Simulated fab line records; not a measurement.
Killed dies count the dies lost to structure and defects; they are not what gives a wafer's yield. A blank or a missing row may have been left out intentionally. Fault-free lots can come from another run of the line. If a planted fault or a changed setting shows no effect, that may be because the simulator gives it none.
Which of the tools did it? | flow n5Finfet | 24 lots with 72 wafers sampled at 6 steps, on a route of 1938 steps

## WHAT THE GAUGES READ, wafer by wafer
N5_BEOL_M5_CD_MEAS_11: target cd 27.74 nm.
lot  | measured     | on       | cdNm (nm)
L074 | day 7 16:12  | cdSem-01 | 27.86 28.00 27.91
L075 | day 8 06:24  | cdSem-01 | 27.94 27.29 28.06
L077 | day 8 08:59  | cdSem-01 | 28.26 27.69 27.92
L078 | day 8 23:10  | cdSem-03 | 27.97 27.86 27.74
L076 | day 9 04:54  | cdSem-01 | 28.58 28.32 27.55
L080 | day 9 14:16  | cdSem-03 | 27.48 28.15 27.96
L079 | day 9 16:20  | cdSem-01 | 27.95 28.44 28.23
L081 | day 10 11:24 | cdSem-01 | 28.32 27.68 27.64
L084 | day 10 17:12 | cdSem-02 | 28.08 27.95 27.75
L083 | day 10 18:16 | cdSem-02 | 28.03 27.85 27.84
L085 | day 10 20:49 | cdSem-02 | 27.55 27.73 28.09
L082 | day 10 20:52 | cdSem-03 | 28.21 28.06 28.07
L086 | day 11 10:47 | cdSem-01 | 27.93 28.16 27.48
L088 | day 11 16:26 | cdSem-01 | 27.88 27.90 28.14
L087 | day 11 16:43 | cdSem-01 | 27.96 27.58 28.09
L089 | day 11 22:44 | cdSem-02 | 27.81 27.30 28.00
L090 | day 12 07:36 | cdSem-01 | 27.99 28.24 27.74
L092 | day 12 19:20 | cdSem-02 | 27.70 27.70 27.71
L091 | day 12 21:52 | cdSem-02 | 27.94 28.56 27.82
L094 | day 13 01:34 | cdSem-03 | 27.84 27.76 28.04
L093 | day 13 01:46 | cdSem-03 | 28.01 27.72 27.76
L095 | day 13 14:42 | cdSem-01 | 28.23 27.87 28.14
L096 | day 13 18:10 | cdSem-01 | 27.49 27.59 27.84
L097 | day 13 22:07 | cdSem-03 | 28.09 28.34 28.24

N5_BEOL_M5_OVL_MEAS_12.
lot  | measured     | on         | M5_OVL (nm)
L074 | day 7 16:14  | overlay-01 | 0.0 0.5 0.4
L075 | day 8 06:26  | overlay-02 | 0.3 0.2 -0.2
L077 | day 8 09:01  | overlay-02 | -2.1 0.3 -0.7
L078 | day 8 23:11  | overlay-01 | 0.5 0.5 -0.6
L076 | day 9 04:56  | overlay-01 | 0.1 -0.8 -1.6
L080 | day 9 14:18  | overlay-01 | 0.4 -0.5 0.7
L079 | day 9 16:22  | overlay-01 | 0.4 0.6 1.0
L081 | day 10 11:26 | overlay-02 | -0.5 0.8 0.6
L084 | day 10 17:14 | overlay-01 | -0.3 0.1 -0.2
L083 | day 10 18:18 | overlay-01 | -0.2 0.4 0.6
L085 | day 10 20:51 | overlay-02 | -0.3 0.6 0.0
L082 | day 10 20:55 | overlay-02 | -1.3 -0.9 -0.9
L086 | day 11 10:49 | overlay-01 | -0.5 -0.7 -0.3
L088 | day 11 16:29 | overlay-01 | 1.0 0.2 0.8
L087 | day 11 16:45 | overlay-02 | -0.2 0.0 0.0
L089 | day 11 22:46 | overlay-02 | -1.0 -0.3 0.0
L090 | day 12 07:38 | overlay-01 | 0.8 0.4 0.8
L092 | day 12 19:22 | overlay-02 | -0.4 -2.1 -0.3
L091 | day 12 21:54 | overlay-01 | -1.2 -0.4 -0.8
L094 | day 13 01:36 | overlay-02 | -0.2 -0.7 0.3
L093 | day 13 01:48 | overlay-02 | -0.3 -0.4 0.0
L095 | day 13 14:44 | overlay-02 | 1.0 1.1 -0.2
L096 | day 13 18:12 | overlay-01 | 0.4 0.4 0.3
L097 | day 13 22:08 | overlay-02 | 0.2 -0.4 0.2

N5_BEOL_M5_CD_MEAS_18: pitch 56 nm, target cd 28 nm.
lot  | measured     | on       | cdNm (nm)
L074 | day 7 16:45  | cdSem-03 | 28.03 28.07 28.31
L075 | day 8 07:07  | cdSem-01 | 27.97 27.26 27.69
L077 | day 8 09:32  | cdSem-01 | 27.86 28.04 27.34
L078 | day 8 23:43  | cdSem-03 | 28.00 28.10 27.72
L076 | day 9 06:05  | cdSem-03 | 28.25 27.90 28.20
L080 | day 9 14:51  | cdSem-01 | 27.87 28.17 27.78
L079 | day 9 17:04  | cdSem-03 | 28.18 28.22 28.07
L081 | day 10 11:57 | cdSem-01 | 28.01 27.96 28.08
L084 | day 10 17:45 | cdSem-03 | 27.99 28.08 28.03
L083 | day 10 18:49 | cdSem-02 | 28.14 27.73 28.03
L085 | day 10 21:32 | cdSem-03 | 27.93 27.94 28.14
L082 | day 10 21:32 | cdSem-01 | 28.03 28.52 27.85
L086 | day 11 11:25 | cdSem-03 | 28.03 27.87 27.80
L088 | day 11 16:59 | cdSem-03 | 27.98 28.23 27.57
L087 | day 11 17:16 | cdSem-01 | 28.20 28.14 28.05
L089 | day 11 23:17 | cdSem-01 | 27.96 27.86 27.60
L090 | day 12 08:19 | cdSem-03 | 27.54 27.94 28.18
L092 | day 12 19:58 | cdSem-01 | 28.19 27.56 27.80
L091 | day 12 22:34 | cdSem-03 | 28.20 28.90 28.20
L094 | day 13 02:10 | cdSem-02 | 28.26 27.80 27.87
L093 | day 13 02:21 | cdSem-02 | 28.08 27.78 27.94
L095 | day 13 15:34 | cdSem-02 | 28.06 27.90 28.37
L096 | day 13 18:52 | cdSem-01 | 28.34 28.04 28.16
L097 | day 13 23:16 | cdSem-01 | 28.15 27.82 27.75

N5_BEOL_M6_THK_MEAS_01.
lot  | measured     | on           | M6_ILD_THK (nm)
L074 | day 8 01:04  | filmMetro-02 | 151.0 153.0 155.6
L075 | day 9 08:42  | filmMetro-01 | 152.2 153.4 155.0
L077 | day 8 17:48  | filmMetro-01 | 152.6 157.0 154.2
L078 | day 9 09:49  | filmMetro-01 | 153.9 153.8 152.6
L076 | day 9 14:50  | filmMetro-01 | 153.1 154.4 155.7
L080 | day 9 23:40  | filmMetro-01 | 151.9 150.9 153.1
L079 | day 10 04:24 | filmMetro-02 | 151.1 153.7 153.4
L081 | day 10 23:06 | filmMetro-01 | 155.2 156.0 155.9
L084 | day 11 03:52 | filmMetro-02 | 155.1 153.2 156.3
L083 | day 11 03:52 | filmMetro-01 | 154.1 153.5 156.8
L085 | day 11 08:56 | filmMetro-02 | 152.2 155.3 154.7
L082 | day 11 08:37 | filmMetro-02 | 154.4 155.0 155.5
L086 | day 11 20:17 | filmMetro-02 | 151.9 155.9 155.6
L088 | day 12 02:34 | filmMetro-02 | 155.5 158.3 159.1
L087 | day 12 03:20 | filmMetro-02 | 155.0 153.3 157.1
L089 | day 12 08:05 | filmMetro-01 | 153.8 152.6 155.2
L090 | day 12 17:25 | filmMetro-02 | 153.9 151.4 154.4
L092 | day 13 05:11 | filmMetro-01 | 152.2 154.6 153.0
L091 | day 13 08:04 | filmMetro-02 | 151.1 151.2 153.2
L094 | day 13 12:16 | filmMetro-01 | 151.1 150.4 152.2
L093 | day 13 12:10 | filmMetro-02 | 152.0 153.9 155.5
L095 | day 14 01:20 | filmMetro-01 | 153.9 156.8 157.0
L096 | day 14 04:35 | filmMetro-01 | 152.8 150.3 154.1
L097 | day 14 08:08 | filmMetro-01 | 153.1 152.7 155.1

## WHAT TOOL EACH LOT RAN ON (gives the tool, then ch and the chambers of the sampled wafers, and finally the start)
lot  | N5_BEOL_M5_STRIP_64               | N5_BEOL_M5_ETCH_68
L074 | rieDiel-05 ch 1,2,3, day 7 16:32  | rieDiel-05 ch 1,2,3, day 7 17:16
L075 | rieDiel-06 ch 0,3, day 8 06:43    | rieDiel-05 ch 0,1, day 8 07:52
L077 | rieDiel-02 ch 0,2, day 8 09:19    | rieDiel-02 ch 2,3, day 8 10:07
L078 | rieDiel-02 ch 0,1,3, day 8 23:29  | rieDiel-02 ch 0,1,3, day 9 01:52
L076 | rieDiel-02 ch 0,3, day 9 05:50    | rieDiel-02 ch 0,3, day 9 06:53
L080 | rieDiel-02 ch 1,3, day 9 14:36    | rieDiel-05 ch 1,3, day 9 15:37
L079 | rieDiel-02 ch 0,1, day 9 16:44    | rieDiel-06 ch 0,1,3, day 9 18:53
L081 | rieDiel-05 ch 0,2,3, day 10 11:44 | rieDiel-06 ch 0,1,3, day 10 13:58
L084 | rieDiel-02 ch 1,2, day 10 17:32   | rieDiel-02 ch 0,1,3, day 10 20:08
L083 | rieDiel-05 ch 1,2, day 10 18:36   | rieDiel-06 ch 1,2, day 10 19:55
L085 | rieDiel-05 ch 0,2,3, day 10 21:13 | rieDiel-06 ch 0,1,2, day 11 00:23
L082 | rieDiel-06 ch 0,2,3, day 10 21:19 | rieDiel-06 ch 0,1,2, day 11 00:52
L086 | rieDiel-06 ch 0,2, day 11 11:07   | rieDiel-05 ch 0,1, day 11 12:04
L088 | rieDiel-06 ch 0,1,3, day 11 16:46 | rieDiel-05 ch 2,3, day 11 18:13
L087 | rieDiel-06 ch 0,1,3, day 11 17:02 | rieDiel-06 ch 0,1,3, day 11 18:45
L089 | rieDiel-02 ch 0,1,3, day 11 23:04 | rieDiel-05 ch 1,2,3, day 12 00:13
L090 | rieDiel-05 ch 0,1,2, day 12 07:59 | rieDiel-05 ch 0,1,2, day 12 09:02
L092 | rieDiel-05 ch 0,2, day 12 19:40   | rieDiel-02 ch 0,3, day 12 20:53
L091 | rieDiel-02 ch 0,1,3, day 12 22:20 | rieDiel-05 ch 1,2, day 13 00:16
L094 | rieDiel-06 ch 1,2,3, day 13 01:56 | rieDiel-05 ch 0,1,2, day 13 03:49
L093 | rieDiel-02 ch 0,1,2, day 13 02:07 | rieDiel-06 ch 1,2, day 13 03:49
L095 | rieDiel-05 ch 0,1,2, day 13 15:07 | rieDiel-02 ch 0,2,3, day 13 16:57
L096 | rieDiel-05 ch 0,1,3, day 13 18:32 | rieDiel-05 ch 1,2,3, day 13 20:51
L097 | rieDiel-02 ch 0,2,3, day 13 22:57 | rieDiel-02 ch 0,1,2, day 14 00:04
- N5_BEOL_M5_STRIP_64: strips in CF4.
- N5_BEOL_M5_ETCH_68: etches SOC in N2/H2, target depth 80 nm, overetch 16 nm, time 120 s.

## AS READ BY THE TOOLS THEMSELVES (means over the sampled wafers that have a number; for cases with no such wafer, the mark the record gives instead)
N5_BEOL_M5_STRIP_64.
lot  | tool       | cf4FlowSccm (sccm) | drypumpMotorCurrentA (A) | oesProductAu (a.u.) | rfVppV (V) | showerheadPlenumPTorr (Torr) | throttleValvePct (%)
L074 | rieDiel-05 | 150.1              | 5.7                      | 0.72                | 271.1      | 1.78                         | 13.85
L075 | rieDiel-06 | 149.5              | 6.2                      | 0.83                | 270.2      | 1.77                         | 13.42
L077 | rieDiel-02 | 150.1              | 5.1                      | 0.88                | 273.6      | 1.85                         | 13.58
L078 | rieDiel-02 | 149.7              | 5.8                      | 0.86                | 273.0      | 1.87                         | 13.51
L076 | rieDiel-02 | 149.6              | 5.6                      | 0.90                | 272.1      | 1.88                         | 13.51
L080 | rieDiel-02 | 149.9              | 6.2                      | 0.85                | 272.1      | 1.84                         | 13.36
L079 | rieDiel-02 | 149.5              | 5.3                      | 0.83                | 273.1      | 1.89                         | 13.69
L081 | rieDiel-05 | 150.2              | 5.6                      | 0.85                | 271.8      | 1.82                         | 13.48
L084 | rieDiel-02 | 149.5              | 5.4                      | 0.75                | 271.7      | 1.82                         | 13.63
L083 | rieDiel-05 | 149.8              | 5.5                      | 0.72                | 270.9      | 1.80                         | 13.89
L085 | rieDiel-05 | 150.0              | 5.6                      | 0.84                | 271.8      | 1.82                         | 13.49
L082 | rieDiel-06 | 150.0              | 6.2                      | 0.79                | 271.4      | 1.78                         | 13.54
L086 | rieDiel-06 | 150.3              | 6.0                      | 0.79                | 271.0      | 1.81                         | 13.43
L088 | rieDiel-06 | 149.7              | 5.9                      | 0.78                | 269.9      | 1.76                         | 13.49
L087 | rieDiel-06 | 150.2              | 5.9                      | 0.78                | 270.2      | 1.76                         | 13.50
L089 | rieDiel-02 | 150.1              | 5.8                      | 0.81                | 273.8      | 1.86                         | 13.57
L090 | rieDiel-05 | 150.0              | 5.7                      | 0.78                | 271.4      | 1.79                         | 13.64
L092 | rieDiel-05 | 150.3              | 5.5                      | 0.77                | 271.1      | 1.77                         | 13.70
L091 | rieDiel-02 | 149.9              | 5.7                      | 0.81                | 272.7      | 1.86                         | 13.58
L094 | rieDiel-06 | 150.1              | 6.2                      | 0.75                | 269.5      | 1.75                         | 13.69
L093 | rieDiel-02 | 149.8              | 5.2                      | 0.78                | 271.1      | 1.83                         | 13.66
L095 | rieDiel-05 | 149.5              | 5.6                      | 0.77                | 270.9      | 1.79                         | 13.66
L096 | rieDiel-05 | 149.7              | 5.7                      | 0.82                | 272.9      | 1.84                         | 13.48
L097 | rieDiel-02 | 149.9              | 5.6                      | 0.82                | 271.2      | 1.81                         | 13.51

N5_BEOL_M5_ETCH_68.
lot  | tool       | biasW (W) | drypumpMotorCurrentA (A) | oesProductAu (a.u.) | rfVppV (V) | showerheadPlenumPTorr (Torr) | throttleValvePct (%)
L074 | rieDiel-05 | 150.1     | 5.7                      | 0.56                | 523.1      | 2.53                         | 18.15
L075 | rieDiel-05 | 150.4     | 5.7                      | 0.70                | 523.8      | 2.55                         | 17.67
L077 | rieDiel-02 | 150.3     | 6.1                      | 0.68                | 524.2      | 2.56                         | 17.48
L078 | rieDiel-02 | 149.8     | 5.7                      | 0.66                | 526.5      | 2.65                         | 17.80
L076 | rieDiel-02 | 150.2     | 5.6                      | 0.69                | 526.6      | 2.67                         | 17.79
L080 | rieDiel-05 | 149.7     | 5.9                      | 0.63                | 527.7      | 2.66                         | 17.99
L079 | rieDiel-06 | 150.4     | 5.9                      | 0.62                | 521.8      | 2.50                         | 17.76
L081 | rieDiel-06 | 149.8     | 6.0                      | 0.61                | 522.5      | 2.49                         | 17.76
L084 | rieDiel-02 | 149.9     | 5.7                      | 0.64                | 526.9      | 2.65                         | 17.84
L083 | rieDiel-06 | 150.4     | 5.8                      | 0.57                | 521.5      | 2.46                         | 17.88
L085 | rieDiel-06 | 150.1     | 5.9                      | 0.58                | 523.6      | 2.51                         | 17.76
L082 | rieDiel-06 | 149.7     | 5.9                      | 0.59                | 523.6      | 2.51                         | 17.78
L086 | rieDiel-05 | 149.8     | 5.7                      | 0.65                | 523.0      | 2.54                         | 17.71
L088 | rieDiel-05 | 150.5     | 5.5                      | 0.60                | 524.2      | 2.58                         | 18.10
L087 | rieDiel-06 | 150.0     | 5.9                      | 0.60                | 523.4      | 2.49                         | 17.77
L089 | rieDiel-05 | 150.0     | 5.7                      | 0.60                | 525.8      | 2.62                         | 18.06
L090 | rieDiel-05 | 150.4     | 5.6                      | 0.60                | 523.9      | 2.55                         | 17.98
L092 | rieDiel-02 | 149.6     | 5.6                      | 0.65                | 526.8      | 2.66                         | 17.85
L091 | rieDiel-05 | 149.8     | 5.7                      | 0.55                | 524.4      | 2.59                         | 18.21
L094 | rieDiel-05 | 149.8     | 5.6                      | 0.60                | 524.4      | 2.55                         | 17.99
L093 | rieDiel-06 | 150.0     | 5.8                      | 0.56                | 522.0      | 2.45                         | 17.91
L095 | rieDiel-02 | 150.0     | 5.6                      | 0.63                | 524.4      | 2.58                         | 17.74
L096 | rieDiel-05 | 149.8     | 5.7                      | 0.59                | 525.2      | 2.61                         | 18.07
L097 | rieDiel-02 | 149.7     | 5.2                      | 0.60                | 524.9      | 2.60                         | 17.97

## THE ANSWER, worked out from the rows above alone
Rule: usual is defined by the lots themselves. Put in order of their means at a reading, lots are off if they are a third of the lots or fewer, leave a main group of 4 or more, and stand apart from it by a gap of 3 or more times the standard deviation of the main group's means; of several such gaps the widest counts. If all means in a main group match to the digits the tables above print for the reading, that group is not used. A lot without any number at a reading at which 4 lots or more have one is off too. All remaining lots with rows at the step are treated as sound. First the gauges in route order, then the tools' own readings, where a lot's mean is used as printed above. The first step at which some lot is off is used, and at that step the reading that is off furthest; a lot without a number counts as furthest.
No lot is off on any of the readings shown, so nothing can be concluded from this.

## WHAT THE SIMULATOR HAD PUT IN
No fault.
